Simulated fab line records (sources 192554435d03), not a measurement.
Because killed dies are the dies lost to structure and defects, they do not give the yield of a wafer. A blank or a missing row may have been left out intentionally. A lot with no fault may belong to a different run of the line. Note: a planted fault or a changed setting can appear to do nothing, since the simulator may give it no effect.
Matching of chambers | flow n5Finfet | N5_BEOL_M15_ILD_DEP_00 on pecvd-03: 3 sister chambers
The step deposits SiO2 from TEOS/O2, target thk 1629.3 nm, time 346.1 s. 14 wafers are shown with their chamber, then 7 later ones without.

== WAFERS WITH THEIR CHAMBER ==
wafer  | chamber | showerheadPlenumPTorr (Torr) | throttleValvePct (%) | heaterPowerW (W)
L853.1 | 1       | 8.31                         | 19.8                 | 492
L853.2 | 2       | 8.36                         | 18.0                 | 475
L853.3 | 0       | 8.41                         | 18.5                 | 524
L856.3 | 2       | 8.37                         | 18.3                 | 446
L856.4 | 1       | 8.31                         | 19.6                 | 378
L856.6 | 0       | 8.40                         | 18.3                 | 448
L857.2 | 1       | 8.30                         | 19.4                 | 502
L859.4 | 1       | 8.31                         | 19.5                 | 377
L859.6 | 1       | 8.30                         | 19.8                 | 460
L870.1 | 0       | 8.41                         | 18.5                 | 526
L870.3 | 2       | 8.36                         | 18.4                 | 382
L870.4 | 2       | 8.36                         | 18.2                 | 466
L875.1 | 2       | 8.37                         | 18.3                 | 455
L875.2 | 1       | 8.32                         | 19.3                 | 430

SIGNATURES (averages over the wafers above)
reading               | chamber 0 | chamber 1 | chamber 2 | scatter within a chamber
showerheadPlenumPTorr | 8.4067    | 8.3083    | 8.3640    | 0.00654
throttleValvePct      | 18.433    | 19.567    | 18.240    | 0.174
heaterPowerW          | 499.33    | 439.83    | 444.80    | 46.9
Rule: distance of a wafer from a chamber = root of the sum over the readings of ((wafer's reading minus chamber's mean) / reading's scatter) squared. The wafer belongs to the nearest chamber; if the next one is less than 2 further off, it can't be placed. The scatter is the square root of a quotient: the sum, over the shown wafers, of each reading's squared deviation from its chamber's mean, divided by wafers minus chambers.

== WAFERS MISSING THEIR CHAMBER ==
wafer  | showerheadPlenumPTorr (Torr) | throttleValvePct (%) | heaterPowerW (W)
L875.4 | 8.35                         | 18.4                 | 356
L874.2 | 8.36                         | 18.0                 | 456
L874.4 | 8.32                         | 19.3                 | 507
L874.5 | 8.41                         | 18.5                 | 457
L876.4 | 8.36                         | 18.2                 | 362
L876.5 | 8.31                         | 19.4                 | 369
L876.6 | 8.38                         | 18.6                 | 447

== WHICH CHAMBER EACH ONE RAN IN ==
wafer  | from the rows above     | in truth
L875.4 | 2                       | 2
L874.2 | 2                       | 2
L874.4 | 1                       | 1
L874.5 | 0                       | 0
L876.4 | 2                       | 2
L876.5 | 1                       | 1
L876.6 | can't be placed: 2 or 0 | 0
Correctly placed: 6 of 7. Can't be placed from these rows: 1 (the true chamber is among the candidates in 1). Number placed wrongly: 0.
